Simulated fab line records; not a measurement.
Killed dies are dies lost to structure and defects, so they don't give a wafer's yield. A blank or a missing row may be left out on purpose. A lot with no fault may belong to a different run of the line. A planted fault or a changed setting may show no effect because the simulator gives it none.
Which of the tools did it? | flow n5Finfet | Sampling: 23 lots, 69 wafers, 2 of 1938 route steps

== WHAT THE GAUGES SHOWED, per wafer ==
N5_FIN_SAQP_INSPECT_18: inspects for defects (brightfield).
lot  | measured    | on               | rawDefectCount
L074 | day 1 23:59 | defectInspect-02 | 430 277 252
L075 | day 2 03:54 | defectInspect-01 | 356 458 484
L077 | day 2 16:06 | defectInspect-01 | 339 325 336
L078 | day 3 00:44 | defectInspect-02 | 422 320 450
L079 | day 3 03:54 | defectInspect-02 | 284 288 287
L080 | day 3 11:11 | defectInspect-02 | 430 304 396
L081 | day 3 15:24 | defectInspect-02 | 489 410 525
L082 | day 3 22:02 | defectInspect-02 | 579 359 347
L083 | day 4 03:59 | defectInspect-01 | 318 474 511
L084 | day 4 09:37 | defectInspect-02 | 577 466 515
L085 | day 4 15:47 | defectInspect-02 | 410 401 672
L086 | day 4 22:16 | defectInspect-02 | 322 332 349
L087 | day 5 03:44 | defectInspect-02 | 637 421 821
L088 | day 5 11:29 | defectInspect-02 | 520 336 412
L089 | day 5 16:10 | defectInspect-01 | 552 274 461
L090 | day 5 22:14 | defectInspect-02 | 364 389 481
L091 | day 6 05:03 | defectInspect-02 | 365 393 373
L092 | day 6 11:10 | defectInspect-02 | 253 420 315
L093 | day 6 17:05 | defectInspect-02 | 357 481 541
L094 | day 6 22:21 | defectInspect-01 | 259 249 271
L095 | day 7 03:32 | defectInspect-01 | 260 271 216
L096 | day 7 10:44 | defectInspect-01 | 456 297 412
L097 | day 7 16:09 | defectInspect-01 | 419 356 360

== WHAT TOOL EACH LOT RAN ON (gives the tool, then ch and the chambers of the sampled wafers, and finally the start) ==
lot  | N5_FIN_SAQP_ALD_61
L074 | aldSin-01 ch 1,2, day 1 22:38
L075 | aldSin-01 ch 0,3, day 2 02:44
L077 | aldSin-01 ch 0,2,3, day 2 14:49
L078 | aldSin-03 ch 0,2,3, day 2 23:25
L079 | aldSin-01 ch 0,1,2, day 3 02:33
L080 | aldSin-01 ch 0,1,3, day 3 09:58
L081 | aldSin-02 ch 0,3, day 3 14:02
L082 | aldSin-02 ch 0,1, day 3 20:40
L083 | aldSin-03 ch 1,3, day 4 02:49
L084 | aldSin-03 ch 1,3, day 4 08:22
L085 | aldSin-02 ch 1,2, day 4 14:29
L086 | aldSin-02 ch 1,2,3, day 4 21:04
L087 | aldSin-02 ch 1,2,3, day 5 02:17
L088 | aldSin-03 ch 0,1,3, day 5 09:22
L089 | aldSin-03 ch 1,2,3, day 5 14:50
L090 | aldSin-02 ch 0,2,3, day 5 20:55
L091 | aldSin-01 ch 0,2,3, day 6 03:49
L092 | aldSin-02 ch 0,1, day 6 09:35
L093 | aldSin-01 ch 0,1,2, day 6 15:55
L094 | aldSin-03 ch 0,2,3, day 6 21:05
L095 | aldSin-02 ch 1,2, day 7 02:24
L096 | aldSin-02 ch 1,2, day 7 09:30
L097 | aldSin-01 ch 0,1,2, day 7 14:46
- N5_FIN_SAQP_ALD_61: deposits SiO2, target thk 4 nm, pulse time 1 s, purge time 2 s.

== AS READ BY THE TOOLS THEMSELVES (means over the sampled wafers that have a number; for cases with no such wafer, the mark the record gives instead) ==
N5_FIN_SAQP_ALD_61.
lot  | tool      | heaterPowerW (W) | precursorPulseHeightRel
L074 | aldSin-01 | 490              | 1.009
L075 | aldSin-01 | 548              | 0.985
L077 | aldSin-01 | 525              | 1.002
L078 | aldSin-03 | 446              | 0.994
L079 | aldSin-01 | 500              | 1.007
L080 | aldSin-01 | 535              | 0.992
L081 | aldSin-02 | 406              | 1.002
L082 | aldSin-02 | 410              | 0.996
L083 | aldSin-03 | 510              | 0.985
L084 | aldSin-03 | 463              | 0.977
L085 | aldSin-02 | 415              | 1.004
L086 | aldSin-02 | 426              | 1.001
L087 | aldSin-02 | 435              | 0.987
L088 | aldSin-03 | 481              | 0.993
L089 | aldSin-03 | 489              | 0.999
L090 | aldSin-02 | 418              | 1.011
L091 | aldSin-01 | 516              | 0.977
L092 | aldSin-02 | 411              | 0.995
L093 | aldSin-01 | 502              | 0.991
L094 | aldSin-03 | 451              | 0.994
L095 | aldSin-02 | 417              | 0.972
L096 | aldSin-02 | 418              | 1.009
L097 | aldSin-01 | 500              | 1.024

== THE ANSWER, worked out from the rows above alone ==
Rule: usual is defined by the lots themselves. Put in order of their means at a reading, lots are off if they are a third of the lots or fewer, leave a main group of 4 or more, and stand apart from it by a gap of 3 or more times the standard deviation of the main group's means; of several such gaps the widest counts. A main group is skipped when, at the precision printed for the reading in the tables above, its means are all equal. A lot without any number at a reading at which 4 lots or more have one is off too. Where the step has rows for the other lots, those lots are counted as sound. First the gauges in route order, then the tools' own readings, where a lot's mean is used as printed above. The first step at which some lot is off is used, and at that step the reading that is off furthest; a lot without a number counts as furthest.
Across all readings shown, no lot is off: no conclusion can be drawn from this.

== WHAT THE SIMULATOR HAD INSERTED ==
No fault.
